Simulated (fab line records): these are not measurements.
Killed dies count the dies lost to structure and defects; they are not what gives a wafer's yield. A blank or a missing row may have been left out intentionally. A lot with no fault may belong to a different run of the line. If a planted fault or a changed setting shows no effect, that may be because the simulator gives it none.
Matching of chambers -- flow n5_finfet -- N5_BEOL_M5_ETCH_72 on rie_diel-03 has 4 sister chambers
The step etches underlayer in N2/H2, target depth 6.5 nm, time 5.2 s. 4 wafers are shown with their chamber, then 10 later ones without.

## WAFERS, EACH WITH ITS CHAMBER
wafer,chamber,drypump_motor_current_A (A)
L082.5,0,5.3
L086.6,2,5.7
L092.3,1,4.8
L092.4,3,6.6

## WAFERS WITH NO CHAMBER GIVEN
wafer,drypump_motor_current_A (A)
L092.5,5.4
L095.1,5.7
L095.4,4.8
L095.5,4.8
L094.1,4.8
L094.2,5.7
L094.4,5.3
L097.1,5.3
L097.2,4.8
L097.6,5.3

## EACH ONE'S CHAMBER
wafer,from the rows above,in truth
L092.5,0,0
L095.1,2,2
L095.4,1,1
L095.5,1,1
L094.1,1,1
L094.2,2,2
L094.4,0,0
L097.1,0,0
L097.2,1,1
L097.6,0,0
Placed correctly: 10 of 10. Left unplaced by these rows: 0. Placed wrongly: 0.
How it was worked out, from the rows above alone: a wafer's distance from a chamber is the root of the sum, over the readings, of the square of ((its reading less the chamber's mean) divided by the reading's scatter). If the next closest chamber is less than 2 further off than the closest, the wafer can't be placed; otherwise it belongs to the closest. For every chamber, the mean is computed from those of its wafers that are shown. The scatter (one wafer shown for each chamber): square how far every hidden wafer sits from the nearest shown wafer, average those squares and take the square root.
